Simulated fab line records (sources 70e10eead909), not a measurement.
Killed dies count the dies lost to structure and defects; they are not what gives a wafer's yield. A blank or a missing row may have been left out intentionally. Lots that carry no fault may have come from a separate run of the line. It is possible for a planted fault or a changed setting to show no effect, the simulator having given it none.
Chamber matching    flow nand harc    4 sister chambers for NHARC_P_M1_STRIP_18 on rie diel-03
The step strips in N2/H2. 16 wafers are shown with their chamber, then 8 later ones without.

## EACH WAFER AND ITS CHAMBER
wafer   chamber  drypump motor current A (A)  oes product au (a.u.)  rf vpp V (V)
L074.1  1        6.12                         0.991                  91.3
L074.4  2        6.02                         1.000                  89.6
L074.6  2        6.00                         1.000                  90.1
L076.1  0        5.92                         1.006                  90.2
L076.3  1        6.12                         0.992                  90.6
L076.5  0        5.87                         1.007                  90.6
L079.3  0        5.86                         0.999                  91.5
L079.5  3        5.53                         1.017                  90.7
L079.6  0        5.87                         1.007                  91.0
L078.2  1        6.14                         0.989                  91.4
L078.4  0        5.83                         1.013                  90.8
L078.5  3        5.51                         1.030                  91.1
L080.1  3        5.54                         1.014                  92.0
L080.3  2        6.01                         0.999                  88.0
L080.5  2        5.99                         0.990                  90.0
L085.4  2        6.00                         0.998                  89.0

SIGNATURES, as means of the wafers listed above
reading                  chamber 0  chamber 1  chamber 2  chamber 3  scatter within a chamber
drypump motor current A  5.8700     6.1267     6.0040     5.5267     0.0213
oes product au           1.00640    0.99067    0.99740    1.02033    0.00516
rf vpp V                 90.820     91.100     89.340     91.267     0.657
Rule: a wafer's distance from a chamber is the root of the sum, over the readings, of the square of ((its reading less the chamber's mean) divided by the reading's scatter). If the next closest chamber is less than 2 further off than the closest, the wafer can't be placed; otherwise it belongs to the closest. The scatter is the square root of a quotient: the sum, over the shown wafers, of each reading's squared deviation from its chamber's mean, divided by wafers minus chambers.

## WAFERS WHOSE CHAMBER IS MISSING
wafer   drypump motor current A (A)  oes product au (a.u.)  rf vpp V (V)
L085.5  6.00                         0.995                  90.1
L085.6  6.13                         0.980                  90.8
L087.1  5.52                         1.021                  91.0
L087.2  6.01                         1.005                  90.5
L087.4  6.13                         0.981                  91.6
L086.2  6.12                         0.989                  92.5
L086.4  6.03                         1.002                  91.2
L086.6  6.12                         0.979                  92.3

## THE CHAMBER EACH PASSED THROUGH
wafer   from the rows above      in truth
L085.5  2                        2
L085.6  1                        1
L087.1  3                        3
L087.2  2                        2
L087.4  1                        1
L086.2  1                        1
L086.4  can't be placed: 2 or 1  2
L086.6  1                        1
7 of 8 placed correctly. Not placeable from these rows: 1 (in 1, the candidates include the true chamber). Number placed wrongly: 0.
